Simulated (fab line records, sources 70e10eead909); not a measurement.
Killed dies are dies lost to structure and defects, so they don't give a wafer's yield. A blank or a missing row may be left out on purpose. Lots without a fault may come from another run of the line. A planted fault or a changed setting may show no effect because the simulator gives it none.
fab line records | flow nand_harc
record lots=13 wafers=39 last_day=24
route steps=1159 shown P_GATE@141 END@1159
lots that met no fault: from a run of the same line without faults
start_h: hours from the record's first day to the start of the lot's first wafer shown | wait_h: hours since the lot's step before | " the same as in the row above | L1.1+2: a row that stands for several wafers | - no value, or no start given | * or withheld: withheld | < > ~ a bound
route shown NAME@n: a module of which the file shows steps, and the number in the route of the first | usual: mean/standard deviation of fault-free wafers | same: alike in all rows | chamber/n: place in a boat | sites: the reading at each site | _std_site: their standard deviation | _edge_site: outer sites' mean less inner sites' | radius_mm: how far each site lies from the wafer's centre | mask NAME#n: copy n | behind: the tool/chamber that last shaped the wafer | hold: why the lot was held/for how many hours/how that ended | device: the transistor (n, p or np) that didn't switch | end of line: the same wafers' tests at the end of the route | a step without rows: its recipe alone | killed: dies lost to structure and defects at the first sort, not the wafer's yield | map: a wafer's dies, x killed, . not, _ none there
set.NAME: the setting as run; set.NAME@STEP: as run at that earlier step | model.NAME: the simulator's own value behind a step, which no gauge read
steps of the route over a sample of lots; a table a step, a row a wafer
services: from which hour (start_h, from the record's first day; less than 0 if before it) a tool's chamber was out of use, for how many hours, and why
## steps
# step NHARC_P_GATE_CD_MEAS_26
# recipe target_cd_nm=120 landing_energy_ev=500
# usual cd_nm=120.2/0.63
# columns lot.wafer tool chamber start_h wait_h cd_nm
L703.1 cd_sem-02 0 90.57 - 119.4
L703.2 " 0 " " 121.0
L703.5 " 0 " " 120.4
L704.1 cd_sem-02 0 100.11 - 121.3
L704.3 " 0 " " 121.5
L704.4 " 0 " " 120.5
L707.1 cd_sem-03 0 110.68 - 118.9
L707.3 " 0 " " 119.3
L707.4 " 0 " " 120.7
L706.2 cd_sem-03 0 111.05 - 120.0
L706.3 " 0 " " 118.9
L706.4 " 0 " " 120.5
L708.1 cd_sem-02 0 117.92 - 119.6
L708.3 " 0 " " 120.2
L708.4 " 0 " " 120.6
L712.1 cd_sem-03 0 137.88 - 120.3
L712.2 " 0 " " 120.3
L712.6 " 0 " " 119.6
L718.2 cd_sem-03 0 167.54 - 119.1
L718.4 " 0 " " 118.7
L718.6 " 0 " " 119.8
L717.1 cd_sem-03 0 176.51 - 120.4
L717.2 " 0 " " 120.6
L717.5 " 0 " " 120.1
L720.1 cd_sem-01 0 192.14 - 120.5
L720.3 " 0 " " 120.4
L720.4 " 0 " " 119.6
L721.4 cd_sem-01 0 198.88 - 119.7
L721.5 " 0 " " 119.4
L721.6 " 0 " " 118.7
L723.1 cd_sem-02 0 207.62 - 120.4
L723.2 " 0 " " 120.9
L723.6 " 0 " " 120.0
L722.3 cd_sem-03 0 208.14 - 120.3
L722.4 " 0 " " 120.4
L722.6 " 0 " " 120.1
L725.2 cd_sem-01 0 221.11 - 121.0
L725.3 " 0 " " 119.4
L725.6 " 0 " " 120.7
# step NHARC_P_GATE_INSPECT_28
# usual raw_defect_count=6/3.1
# columns lot.wafer tool chamber start_h wait_h raw_defect_count
L703.1 defect_inspect-01 - 90.72 0.0 13
L703.2 " - " " 9
L703.5 " - " " 7
L704.1 defect_inspect-02 - 100.23 0.0 2
L704.3 " - " " 4
L704.4 " - " " 4
L707.1 defect_inspect-01 - 110.82 0.1 5
L707.3 " - " " 5
L707.4 " - " " 5
L706.2 defect_inspect-02 - 111.18 0.1 7
L706.3 " - " " 2
L706.4 " - " " 3
L708.1 defect_inspect-01 - 118.05 0.0 8
L708.3 " - " " 2
L708.4 " - " " 4
L712.1 defect_inspect-01 - 138.00 0.0 3
L712.2 " - " " 4
L712.6 " - " " 4
L718.2 defect_inspect-01 - 167.67 0.0 3
L718.4 " - " " 5
L718.6 " - " " 4
L717.1 defect_inspect-01 - 176.64 0.0 2
L717.2 " - " " 4
L717.5 " - " " 5
L720.1 defect_inspect-02 - 192.26 0.0 10
L720.3 " - " " 10
L720.4 " - " " 7
L721.4 defect_inspect-02 - 198.99 0.0 10
L721.5 " - " " 3
L721.6 " - " " 2
L723.1 defect_inspect-02 - 207.75 0.0 4
L723.2 " - " " 5
L723.6 " - " " 8
L722.3 defect_inspect-01 - 208.26 0.0 7
L722.4 " - " " 7
L722.6 " - " " 3
L725.2 defect_inspect-02 - 221.23 0.0 7
L725.3 " - " " 3
L725.6 " - " " 7
# step NHARC_P_GATE_EXPOSE_43
# recipe na=0.6 target_cd_nm=720 dose_mj=14.81 mask_id=P_NSD
# columns lot.wafer tool chamber start_h wait_h mask
L703.1+2+5 krf_scanner-02 0 102.53 - P_NSD#0
L704.1+3+4 krf_scanner-04 0 114.25 - P_NSD#0
L707.1+3+4 krf_scanner-03 0 122.49 - P_NSD#0
L706.2+3+4 krf_scanner-04 0 122.82 - P_NSD#0
L708.1+3+4 krf_scanner-03 0 130.16 - P_NSD_R1#0
L712.1+2+6 krf_scanner-02 0 149.79 - P_NSD#0
L718.2+4+6 krf_scanner-04 0 179.35 - P_NSD#0
L717.1+2+5 krf_scanner-02 0 188.28 - P_NSD#0
L720.1+3+4 krf_scanner-03 0 204.08 - P_NSD#0
L721.4+5+6 krf_scanner-04 0 212.90 - P_NSD#0
L723.1+2+6 krf_scanner-03 0 219.66 - P_NSD#0
L722.3+4+6 krf_scanner-02 0 219.94 - P_NSD#0
L725.2+3+6 krf_scanner-03 0 232.92 - P_NSD#0
# step NHARC_P_GATE_CD_MEAS_46
# recipe target_cd_nm=720 landing_energy_ev=500
# usual cd_nm=720.2/1.6
# columns lot.wafer tool chamber start_h wait_h hold cd_nm
L703.1 cd_sem-03 0 102.69 - - 720.8
L703.2 " 0 " " - 721.0
L703.5 " 0 " " - 719.2
L704.1 cd_sem-02 0 114.41 - - 722.0
L704.3 " 0 " " - 720.6
L704.4 " 0 " " - 721.7
L707.1 cd_sem-02 0 122.64 - - 718.9
L707.3 " 0 " " - 719.3
L707.4 " 0 " " - 717.6
L706.2 cd_sem-03 0 122.97 - - 716.3
L706.3 " 0 " " - 720.9
L706.4 " 0 " " - 721.3
L708.1 cd_sem-03 0 130.32 - await_dispo/0.2h/release 686.6
L708.3 " 0 " " await_dispo/0.2h/release 685.8
L708.4 " 0 " " await_dispo/0.2h/release 685.7
L708.1 cd_sem-03 0 - - - 686.4
L708.3 " 0 " " - 686.0
L708.4 " 0 " " - 686.3
L712.1 cd_sem-02 0 149.95 - - 722.1
L712.2 " 0 " " - 717.8
L712.6 " 0 " " - 718.4
L718.2 cd_sem-03 0 179.51 - - 722.1
L718.4 " 0 " " - 720.2
L718.6 " 0 " " - 723.7
L717.1 cd_sem-03 0 188.43 - - 720.0
L717.2 " 0 " " - 720.3
L717.5 " 0 " " - 720.1
L720.1 cd_sem-03 0 204.24 - - 717.7
L720.3 " 0 " " - 719.6
L720.4 " 0 " " - 718.7
L721.4 cd_sem-02 0 213.05 - - 718.7
L721.5 " 0 " " - 718.1
L721.6 " 0 " " - 721.8
L723.1 cd_sem-01 0 219.81 - - 721.4
L723.2 " 0 " " - 721.3
L723.6 " 0 " " - 721.4
L722.3 cd_sem-01 0 220.09 - - 723.5
L722.4 " 0 " " - 723.0
L722.6 " 0 " " - 722.2
L725.2 cd_sem-01 0 233.07 - - 718.6
L725.3 " 0 " " - 719.6
L725.6 " 0 " " - 721.5
# step NHARC_P_GATE_DESCUM_48
# recipe time_s=3 o2_flow_sccm=200 ar_flow_sccm=0 bias_power_w=0 chemistry=O2
# usual drypump_motor_current_A=5.94/0.26 oes_product_au=0.997/0.01 rf_vpp_V=57.7/0.95 showerhead_plenum_p_Torr=1.88/0.082 throttle_valve_pct=11.311/0.0089
# same bias_power_w=0
# columns lot.wafer tool chamber start_h wait_h drypump_motor_current_A oes_product_au rf_hours_counter_h rf_vpp_V showerhead_plenum_p_Torr throttle_valve_pct
L703.1 rie_diel-07 2 102.85 - 5.94 1.002 10 57.1 1.83 11.316
L703.2 " 0 " " 5.96 1.012 11 59.7 1.96 11.313
L703.5 " 3 " " 5.72 0.989 - 58.3 1.83 11.290
L704.1 rie_diel-01 1 114.57 - 5.83 1.005 46 57.5 1.87 11.316
L704.3 " 2 " " 6.18 1.005 54 58.1 1.85 11.309
L704.4 " 0 " " 6.08 0.984 55 57.6 1.99 11.317
L707.4 rie_diel-03 2 122.80 - 6.26 0.996 27 56.3 1.80 11.313
L707.1 " 0 " " 5.85 0.987 30 57.1 1.92 11.311
L707.3 " 1 " " 6.07 1.000 20 58.1 1.78 11.310
L706.4 rie_diel-03 1 123.14 - 6.07 1.012 20 56.2 1.78 11.296
L706.3 " 2 " " 6.28 0.987 27 58.8 1.80 11.323
L706.2 " 3 " " 6.16 0.985 28 56.9 1.92 11.312
L708.1 rie_diel-01 2 134.64 - 6.15 1.005 57 57.7 1.85 11.316
L708.3 " 3 " " 5.20 0.975 52 57.7 1.80 11.319
L708.4 " 0 " " 6.09 0.992 58 58.0 1.98 11.312
L712.1 rie_diel-01 0 150.12 - 6.06 0.985 1 57.2 1.98 11.298
L712.2 " 2 " " 6.19 1.006 1 56.4 1.84 11.305
L712.6 " 0 " " 6.05 0.979 - 59.9 1.98 11.296
L718.2 rie_diel-07 0 179.66 - 5.91 1.002 20 59.2 1.96 11.304
L718.4 " 1 " " 5.63 0.985 18 56.4 2.06 11.318
L718.6 " 0 " " 5.93 0.993 - 57.9 1.96 11.293
L717.2 rie_diel-01 0 188.61 - 6.05 0.994 15 59.7 1.98 11.332
L717.1 " 2 " " 6.18 1.003 15 58.5 1.84 11.321
L717.5 " 3 " " 5.21 0.999 - 57.0 1.79 11.313
L720.1 rie_diel-07 2 204.42 - 5.94 1.011 24 57.7 1.83 11.321
L720.3 " 3 " " 5.72 0.993 25 57.6 1.83 11.320
L720.4 " 0 " " 5.96 1.000 25 58.0 1.95 11.290
L721.4 rie_diel-03 2 213.24 - 6.31 1.000 55 57.1 1.79 11.311
L721.5 " 3 " " 6.18 0.996 - 58.1 1.91 11.314
L721.6 " 0 " " 5.84 0.983 - 56.9 1.91 11.308
L723.1 rie_diel-07 1 219.98 - 5.64 0.982 26 58.6 2.06 11.317
L723.2 " 3 " " 5.71 0.991 29 56.9 1.83 11.329
L723.6 " 1 " " 5.66 0.979 - 57.6 2.06 11.301
L722.3 rie_diel-07 3 220.26 - 5.69 1.000 29 58.9 1.83 11.314
L722.4 " 0 " " 5.91 1.007 29 57.9 1.95 11.295
L722.6 " 3 " " 5.71 0.999 - 56.5 1.83 11.305
L725.3 rie_diel-03 3 233.26 - 6.17 1.001 4 59.3 1.91 11.317
L725.2 " 1 " " 6.07 1.005 3 56.4 1.77 11.324
L725.6 " 2 " " 6.30 1.006 - 57.1 1.79 11.305
# step NHARC_END_SORT_01
# recipe temp_c=25
# usual killed_at_array=27/9.3 killed_at_other=0.9/1.3 killed_at_periphery=3.6/2.7 killed_dies=31/9.7 killed_open=3.3/1.8 killed_short=2.0/1.5
# same gross_dies=677
# columns lot.wafer tool chamber start_h wait_h killed_at_array killed_at_other killed_at_periphery killed_dies killed_open killed_short
L707.1 prober-01 0 446.73 2.5 29 1 5 35 4 0
L707.3 prober-01 0 448.32 3.1 12 1 5 18 1 2
L707.4 prober-01 0 449.12 3.4 15 3 6 24 2 2
L704.1 prober-01 0 462.28 2.5 34 1 6 41 1 2
L704.3 prober-01 0 463.87 3.1 27 2 10 39 1 0
L704.4 prober-01 0 464.66 3.4 28 0 9 37 1 1
L703.1 prober-02 0 463.81 2.5 25 0 5 30 7 2
L703.2 prober-02 0 464.60 2.8 28 1 5 34 2 3
L703.5 prober-02 0 466.98 3.7 28 0 5 33 2 2
L706.2 prober-01 0 470.91 2.8 23 0 4 27 5 4
L706.3 prober-01 0 471.71 3.1 21 0 4 25 2 1
L706.4 prober-01 0 472.52 3.4 22 2 3 27 1 5
L712.1 prober-01 0 480.72 2.5 30 4 4 38 4 2
L712.2 prober-01 0 481.51 2.8 59 0 4 63 5 6
L712.6 prober-01 0 484.69 4.0 31 0 9 40 2 4
L708.1 prober-02 0 484.33 2.5 16 2 2 20 4 1
L708.3 prober-02 0 485.94 3.1 12 2 2 16 5 2
L708.4 prober-02 0 486.75 3.4 17 0 4 21 3 4
L718.2 prober-02 0 505.68 2.8 19 0 4 23 4 2
L718.4 prober-02 0 507.30 3.4 23 0 3 26 5 2
L718.6 prober-02 0 508.92 4.0 17 0 2 19 3 1
L717.1 prober-01 0 532.82 2.5 18 0 5 23 3 3
L717.2 prober-01 0 533.63 2.8 17 2 3 22 3 2
L717.5 prober-01 0 536.05 3.7 22 2 4 28 5 1
L720.1 prober-01 0 540.97 2.5 19 1 0 20 1 1
L720.3 prober-01 0 542.57 3.1 30 3 4 37 4 4
L720.4 prober-01 0 543.37 3.4 24 2 1 27 2 0
L721.4 prober-02 0 543.44 3.4 25 0 1 26 5 3
L721.5 prober-02 0 544.25 3.7 28 0 2 30 4 2
L721.6 prober-02 0 545.06 4.0 27 0 2 29 1 1
L723.1 prober-02 0 550.05 2.5 46 0 3 49 3 1
L723.2 prober-02 0 550.85 2.8 54 0 3 57 7 1
L723.6 prober-02 0 554.04 4.0 43 0 0 43 0 2
L722.3 prober-01 0 558.20 3.1 17 0 7 24 2 3
L722.4 prober-01 0 559.00 3.4 14 1 7 22 2 3
L722.6 prober-01 0 560.62 4.0 11 1 3 15 2 0
L725.2 prober-02 0 571.22 2.8 37 5 1 43 2 2
L725.3 prober-02 0 572.03 3.1 45 1 1 47 2 1
L725.6 prober-02 0 574.45 4.0 29 5 0 34 3 1
# killed by level:class
L707.1 A_SLIT:chamber_film_flake=10 A_CONTACT:chamber_film_flake=7 P_M1:chamber_film_flake=3 A_STAIRCASE:chamber_film_flake=3 A_WL_FILL:chamber_film_flake=3 A_WL_FILL:geometric_particle:open=2 A_CHANNEL_HOLE_D1:chamber_film_flake=2 A_CHANNEL_FILL_D1:geometric_particle:open=1
L707.3 A_SLIT:chamber_film_flake=7 A_CONTACT:chamber_film_flake=2 P_CONTACT:geometric_particle:short=1 P_M0:geometric_particle:open=1 A_M0:geometric_particle:short=1 P_STI:chamber_film_flake=1 P_GATE:chamber_film_flake=1 P_M1:chamber_film_flake=1
L707.4 A_SLIT:chamber_film_flake=6 P_M1:chamber_film_flake=4 A_CONTACT:chamber_film_flake=3 A_CONTACT:geometric_particle:open=2 A_STAIRCASE:chamber_film_flake=2 THIN_TSV:chamber_film_flake=2 A_M0:geometric_particle:short=1 STARTING-WAFER:geometric_particle:short=1
L704.1 A_CHANNEL_HOLE_D1:chamber_film_flake=17 A_STAIRCASE:chamber_film_flake=5 A_SLIT:chamber_film_flake=5 P_M1:chamber_film_flake=3 P_CONTACT:chamber_film_flake=2 A_WL_FILL:chamber_film_flake=2 A_CONTACT:chamber_film_flake=2 A_ONON_D1:geometric_particle:short=1
L703.1 A_SLIT:chamber_film_flake=9 A_CHANNEL_HOLE_D1:chamber_film_flake=6 A_CHANNEL_HOLE_D1:geometric_particle:open=2 A_WL_FILL:geometric_particle:open=2 P_STI:chamber_film_flake=2 A_CONTACT:chamber_film_flake=2 P_GATE:geometric_particle:open=1 P_CONTACT:geometric_particle:open=1
L704.3 A_CHANNEL_HOLE_D1:chamber_film_flake=13 A_SLIT:chamber_film_flake=10 P_CONTACT:chamber_film_flake=5 P_M1:chamber_film_flake=3 P_ZERO_WELL:chamber_film_flake=2 A_STAIRCASE:chamber_film_flake=2 A_CHANNEL_FILL_D1:geometric_particle:open=1 A_CONTACT:chamber_film_flake=1
L703.2 A_SLIT:chamber_film_flake=11 A_CHANNEL_HOLE_D1:chamber_film_flake=7 A_STAIRCASE:chamber_film_flake=3 A_CONTACT:chamber_film_flake=3 P_GATE:chamber_film_flake=2 P_STI:geometric_particle:open=1 A_SOURCE_PLATE:geometric_particle:short=1 A_STAIRCASE:geometric_particle:short=1
L704.4 A_SLIT:chamber_film_flake=10 A_CHANNEL_HOLE_D1:chamber_film_flake=9 P_M1:chamber_film_flake=6 P_CONTACT:chamber_film_flake=3 A_STAIRCASE:chamber_film_flake=3 A_CONTACT:chamber_film_flake=3 A_CHANNEL_FILL_D1:geometric_particle:short=1 A_CONTACT:geometric_particle:open=1
L703.5 A_CHANNEL_HOLE_D1:chamber_film_flake=7 A_SLIT:chamber_film_flake=7 A_STAIRCASE:chamber_film_flake=5 A_CONTACT:chamber_film_flake=4 P_STI:chamber_film_flake=3 A_M0:geometric_particle:open=2 A_WL_FILL:geometric_particle:short=1 A_M1:geometric_particle:short=1
L706.2 A_CHANNEL_HOLE_D1:chamber_film_flake=13 A_STAIRCASE:chamber_film_flake=2 P_CONTACT:geometric_particle:short=1 P_CONTACT:geometric_particle:open=1 P_M0:geometric_particle:open=1 A_SOURCE_PLATE:geometric_particle:open=1 A_CHANNEL_HOLE_D1:geometric_particle:short=1 A_CHANNEL_FILL_D1:geometric_particle:short=1
L706.3 A_CHANNEL_HOLE_D1:chamber_film_flake=14 A_STAIRCASE:chamber_film_flake=4 P_GATE:chamber_film_flake=2 P_CONTACT:geometric_particle:open=1 A_M0:geometric_particle:short=1 A_M1:geometric_particle:open=1 P_STI:chamber_film_flake=1 A_CONTACT:chamber_film_flake=1
L706.4 A_CHANNEL_HOLE_D1:chamber_film_flake=15 P_STI:chamber_film_flake=2 A_STAIRCASE:chamber_film_flake=2 P_CONTACT:geometric_particle:short=1 A_ONON_D1:geometric_particle:short=1 A_CHANNEL_HOLE_D1:geometric_particle:short=1 A_WL_FILL:geometric_particle:short=1 A_BLC:geometric_particle:open=1
L712.1 A_CHANNEL_HOLE_D1:chamber_film_flake=10 A_SLIT:chamber_film_flake=10 A_CONTACT:chamber_film_flake=3 A_STAIRCASE:chamber_film_flake=3 A_M1:geometric_particle:short=2 THIN_TSV:chamber_film_flake=2 P_GATE:geometric_particle:open=1 A_ONON_D1:geometric_particle:open=1
L712.2 A_CHANNEL_HOLE_D1:chamber_film_flake=22 A_SLIT:chamber_film_flake=15 A_CONTACT:chamber_film_flake=11 A_WL_FILL:geometric_particle:open=2 A_M0:geometric_particle:short=2 P_CONTACT:chamber_film_flake=2 P_CONTACT:geometric_particle:open=1 P_M0:geometric_particle:short=1
L708.1 A_STAIRCASE:chamber_film_flake=5 A_CHANNEL_HOLE_D1:chamber_film_flake=3 A_WL_FILL:geometric_particle:open=2 A_CONTACT:chamber_film_flake=2 THIN_TSV:chamber_film_flake=2 A_CHANNEL_HOLE_D1:geometric_particle:short=1 A_CHANNEL_FILL_D1:geometric_particle:open=1 A_CONTACT:geometric_particle:open=1
L712.6 A_SLIT:chamber_film_flake=12 A_CHANNEL_HOLE_D1:chamber_film_flake=9 P_M2:chamber_film_flake=5 A_CONTACT:chamber_film_flake=3 P_CONTACT:chamber_film_flake=2 A_WL_FILL:chamber_film_flake=2 P_CONTACT:geometric_particle:short=1 P_M0:geometric_particle:open=1
L708.3 A_WL_FILL:geometric_particle:short=2 A_WL_FILL:geometric_particle:open=2 A_M0:geometric_particle:open=2 A_CHANNEL_FILL_D1:chamber_film_flake=2 A_STAIRCASE:chamber_film_flake=2 THIN_TSV:chamber_film_flake=2 P_CONTACT:geometric_particle:open=1 P_STI:chamber_film_flake=1
L708.4 A_CHANNEL_HOLE_D1:chamber_film_flake=6 P_M1:chamber_film_flake=3 A_STAIRCASE:chamber_film_flake=3 P_M1:geometric_particle:short=1 A_ONON_D1:geometric_particle:short=1 A_ONON_D1:geometric_particle:open=1 A_CHANNEL_HOLE_D1:geometric_particle:short=1 A_CHANNEL_FILL_D1:geometric_particle:short=1
L718.2 A_SLIT:chamber_film_flake=8 A_CHANNEL_HOLE_D1:chamber_film_flake=5 A_CHANNEL_FILL_D1:geometric_particle:short=2 P_M0:geometric_particle:open=1 P_M2:geometric_particle:open=1 A_CHANNEL_FILL_D1:geometric_particle:open=1 A_CONTACT:geometric_particle:open=1 P_GATE:chamber_film_flake=1
L718.4 A_SLIT:chamber_film_flake=12 A_CHANNEL_HOLE_D1:chamber_film_flake=4 A_CONTACT:geometric_particle:open=2 P_M0:geometric_particle:open=1 A_CHANNEL_FILL_D1:geometric_particle:open=1 A_CHANNEL_FILL_D1:geometric_particle:short=1 A_WL_FILL:geometric_particle:short=1 A_BLC:geometric_particle:open=1
L718.6 A_SLIT:chamber_film_flake=10 A_CHANNEL_HOLE_D1:chamber_film_flake=4 A_CONTACT:geometric_particle:open=2 P_M0:geometric_particle:open=1 A_CHANNEL_FILL_D1:geometric_particle:short=1 P_BONDPAD:chamber_film_flake=1
L717.1 A_CONTACT:chamber_film_flake=7 A_CHANNEL_HOLE_D1:chamber_film_flake=3 A_ONON_D1:geometric_particle:short=2 A_ZERO_WELL:chamber_film_flake=2 P_STI:geometric_particle:open=1 P_CONTACT:geometric_particle:open=1 A_WL_FILL:geometric_particle:short=1 A_CONTACT:geometric_particle:open=1
L717.2 A_CHANNEL_HOLE_D1:chamber_film_flake=6 A_CONTACT:chamber_film_flake=3 A_STAIRCASE:chamber_film_flake=2 THIN_TSV:chamber_film_flake=2 P_M2:geometric_particle:short=1 A_ONON_D1:geometric_particle:open=1 A_CHANNEL_FILL_D1:geometric_particle:open=1 A_SGD_CUT:geometric_particle:open=1
L717.5 A_CONTACT:chamber_film_flake=8 A_CHANNEL_HOLE_D1:chamber_film_flake=5 A_M0:geometric_particle:open=2 P_M1:chamber_film_flake=2 THIN_TSV:chamber_film_flake=2 A_ONON_D1:geometric_particle:open=1 A_STAIRCASE:geometric_particle:short=1 A_STAIRCASE:geometric_particle:open=1
L720.1 A_CHANNEL_HOLE_D1:chamber_film_flake=13 A_STAIRCASE:chamber_film_flake=3 A_ONON_D1:geometric_particle:open=1 A_CONTACT:geometric_particle:short=1 A_M1:chamber_film_flake=1 HYBRID_BOND:chamber_film_flake=1
L720.3 A_CHANNEL_HOLE_D1:chamber_film_flake=21 HYBRID_BOND:chamber_film_flake=3 A_CONTACT:chamber_film_flake=2 P_CONTACT:geometric_particle:open=1 P_M1:geometric_particle:open=1 P_M2:geometric_particle:short=1 A_ONON_D1:geometric_particle:open=1 A_ONON_D1:geometric_particle:short=1
L720.4 A_CHANNEL_HOLE_D1:chamber_film_flake=17 A_STAIRCASE:chamber_film_flake=2 A_CONTACT:chamber_film_flake=2 HYBRID_BOND:chamber_film_flake=2 P_M0:geometric_particle:open=1 A_ONON_D1:geometric_particle:open=1 A_SLIT:chamber_film_flake=1 A_WL_FILL:chamber_film_flake=1
L721.4 A_SLIT:chamber_film_flake=13 A_CHANNEL_HOLE_D1:chamber_film_flake=4 P_M1:geometric_particle:open=1 A_ONON_D1:geometric_particle:short=1 A_CHANNEL_FILL_D1:geometric_particle:open=1 A_WL_FILL:geometric_particle:short=1 A_BLC:geometric_particle:open=1 A_M0:geometric_particle:short=1
L721.5 A_SLIT:chamber_film_flake=16 A_CHANNEL_HOLE_D1:chamber_film_flake=3 A_CONTACT:chamber_film_flake=3 P_STI:geometric_particle:open=1 P_M0:geometric_particle:open=1 A_ONON_D1:geometric_particle:open=1 A_CHANNEL_HOLE_D1:geometric_particle:short=1 A_CHANNEL_FILL_D1:geometric_particle:short=1
L721.6 A_SLIT:chamber_film_flake=20 A_CHANNEL_HOLE_D1:chamber_film_flake=4 P_M1:geometric_particle:short=1 A_M0:geometric_particle:open=1 P_GATE:chamber_film_flake=1 A_CHANNEL_FILL_D1:chamber_film_flake=1 A_CONTACT:chamber_film_flake=1
L723.1 A_SLIT:chamber_film_flake=19 A_CHANNEL_HOLE_D1:chamber_film_flake=18 A_STAIRCASE:chamber_film_flake=2 A_WL_FILL:chamber_film_flake=2 P_M0:geometric_particle:open=1 P_M1:geometric_particle:short=1 A_WL_FILL:geometric_particle:open=1 A_CONTACT:geometric_particle:open=1
L723.2 A_SLIT:chamber_film_flake=24 A_CHANNEL_HOLE_D1:chamber_film_flake=19 A_STAIRCASE:chamber_film_flake=3 P_CONTACT:geometric_particle:open=2 A_CONTACT:geometric_particle:open=2 A_CONTACT:chamber_film_flake=2 P_M0:geometric_particle:open=1 A_SOURCE_PLATE:geometric_particle:open=1
L723.6 A_CHANNEL_HOLE_D1:chamber_film_flake=19 A_SLIT:chamber_film_flake=13 A_STAIRCASE:chamber_film_flake=3 A_CONTACT:chamber_film_flake=3 A_WL_FILL:chamber_film_flake=2 A_CHANNEL_HOLE_D1:geometric_particle:short=1 A_CHANNEL_FILL_D1:geometric_particle:short=1 A_CHANNEL_FILL_D1:chamber_film_flake=1
L722.3 A_CONTACT:chamber_film_flake=8 A_CHANNEL_HOLE_D1:chamber_film_flake=6 P_GATE:chamber_film_flake=2 P_M0:geometric_particle:open=1 P_M0:geometric_particle:short=1 P_M1:geometric_particle:open=1 A_ONON_D1:geometric_particle:short=1 A_SGD_CUT:geometric_particle:short=1
L722.4 A_CONTACT:chamber_film_flake=7 A_CHANNEL_HOLE_D1:chamber_film_flake=3 P_M2:geometric_particle:short=2 P_STI:chamber_film_flake=2 P_GATE:chamber_film_flake=2 A_CHANNEL_FILL_D1:geometric_particle:short=1 A_WL_FILL:geometric_particle:open=1 A_M0:geometric_particle:open=1
L722.6 A_CHANNEL_HOLE_D1:chamber_film_flake=6 A_CONTACT:chamber_film_flake=4 P_M0:geometric_particle:open=1 A_CONTACT:geometric_particle:open=1 P_STI:chamber_film_flake=1 P_BONDPAD:chamber_film_flake=1 THIN_TSV:chamber_film_flake=1
L725.2 A_SLIT:chamber_film_flake=21 THIN_TSV:chamber_film_flake=5 A_CHANNEL_HOLE_D1:chamber_film_flake=4 A_STAIRCASE:chamber_film_flake=4 A_CONTACT:chamber_film_flake=3 A_SGD_CUT:geometric_particle:open=2 A_SOURCE_PLATE:geometric_particle:short=1 A_SGD_CUT:geometric_particle:short=1
L725.3 A_SLIT:chamber_film_flake=22 A_CONTACT:chamber_film_flake=9 A_CHANNEL_HOLE_D1:chamber_film_flake=6 A_STAIRCASE:chamber_film_flake=5 P_CONTACT:geometric_particle:short=1 A_CHANNEL_FILL_D1:geometric_particle:open=1 A_SLIT:geometric_particle:open=1 A_WL_FILL:chamber_film_flake=1
L725.6 A_SLIT:chamber_film_flake=13 A_CHANNEL_HOLE_D1:chamber_film_flake=7 THIN_TSV:chamber_film_flake=5 A_STAIRCASE:chamber_film_flake=2 A_CONTACT:chamber_film_flake=2 A_CHANNEL_HOLE_D1:geometric_particle:short=1 A_SGD_CUT:geometric_particle:open=1 A_CONTACT:geometric_particle:open=1
## services
# columns tool chamber start_h hours kind
krf_scanner-03 - 81.90 0.3 repair
rie_diel-07 0 84.72 - clean
rie_diel-07 1 84.72 - clean
rie_diel-07 2 84.72 - clean
rie_diel-07 3 84.72 - clean
rie_diel-03 1 84.83 17.2 repair
krf_scanner-03 - 89.06 0.2 repair
rie_diel-07 0 109.22 - clean
rie_diel-07 2 113.00 2.9 repair
krf_scanner-04 - 126.00 4.0 pm
krf_scanner-02 - 134.55 1.8 repair
rie_diel-01 - 137.85 9.0 pm
krf_scanner-03 - 147.32 4.8 repair
krf_scanner-03 - 168.00 4.0 pm
krf_scanner-02 - 175.57 0.9 repair
krf_scanner-03 - 194.12 3.7 repair
rie_diel-07 3 195.50 2.0 repair
krf_scanner-02 - 199.97 7.7 repair
rie_diel-01 0 202.67 1.4 repair
krf_scanner-02 - 210.00 4.0 pm
rie_diel-03 - 215.30 9.0 pm
rie_diel-07 - 224.97 0.5 repair
krf_scanner-03 - 227.94 1.8 repair
rie_diel-07 - 228.53 9.0 pm
## key
first_sign step=NHARC_P_GATE_EXPOSE_43 reading=mask direction=changed
effect step=NHARC_P_GATE_CD_MEAS_46 reading=visit direction=added
effect step=NHARC_P_GATE_CD_MEAS_46 reading=cd_nm direction=down sigmas=22 usual=720.2 struck=686.0
met_at NHARC_P_GATE_EXPOSE_43
struck_lots L708
tester_left_out L708
not_acting_at NHARC_P_GATE_CD_MEAS_26,NHARC_P_GATE_INSPECT_28,NHARC_P_GATE_DESCUM_48
onset_between 122.49 130.16
fault kind=wrong_mask tool=any chamber=- onset_h=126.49 steps=NHARC_P_GATE_EXPOSE_43 aux_copy=P_NSD_R1#0 cd_offset_nm=-33.443 scope=struck_lots_only
# tester_left_out: of these lots the tester's yield and bins aren't shown, on N5 and GAA mostly nor the transistor test; their killed dies are dies lost to structure and defects alone, not to doping, threshold or leakage, so they don't give the yield
